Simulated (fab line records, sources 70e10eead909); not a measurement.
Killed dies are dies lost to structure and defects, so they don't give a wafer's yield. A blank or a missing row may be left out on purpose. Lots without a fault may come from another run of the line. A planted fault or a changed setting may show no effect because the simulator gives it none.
Chamber matching | flow nand_harc | NHARC_A_M0_DEP_32 on pecvd-03: 3 sister chambers
The step deposits SiCN, target thk 30 nm. 6 wafers are shown with their chamber, then 7 later ones without.

WAFERS WITH THEIR CHAMBER
wafer  | chamber | heater_power_w (W)
L957.6 | 2       | 547
L959.3 | 1       | 577
L959.5 | 1       | 582
L959.6 | 2       | 576
L965.3 | 0       | 572
L965.4 | 0       | 584

WAFERS WITHOUT THEIR CHAMBER
wafer  | heater_power_w (W)
L965.5 | 509
L967.2 | 598
L967.4 | 554
L967.6 | 592
L968.4 | 564
L968.5 | 495
L968.6 | 579

WHICH CHAMBER EACH WENT THROUGH
wafer  | from the rows above          | in truth
L965.5 | can't be placed: 2 or 0 or 1 | 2
L967.2 | can't be placed: 1 or 0 or 2 | 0
L967.4 | can't be placed: 2 or 0 or 1 | 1
L967.6 | can't be placed: 1 or 0 or 2 | 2
L968.4 | can't be placed: 2 or 0 or 1 | 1
L968.5 | can't be placed: 2 or 0 or 1 | 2
L968.6 | can't be placed: 1 or 0 or 2 | 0
Placed correctly: 0 of 7. Can't be placed from these rows: 7 (the true chamber is among the candidates in 7). Placed wrongly: 0.
How it was worked out, from the rows above alone: a wafer's distance from a chamber is the root of the sum, over the readings, of the square of ((its reading less the chamber's mean) divided by the reading's scatter). The wafer belongs to the nearest chamber; if the next one is less than 2 further off, it can't be placed. A chamber's mean is the mean of its shown wafers. The scatter: the root of (the sum of the squares of (reading less its chamber's mean) over the shown wafers, divided by (wafers less chambers)).
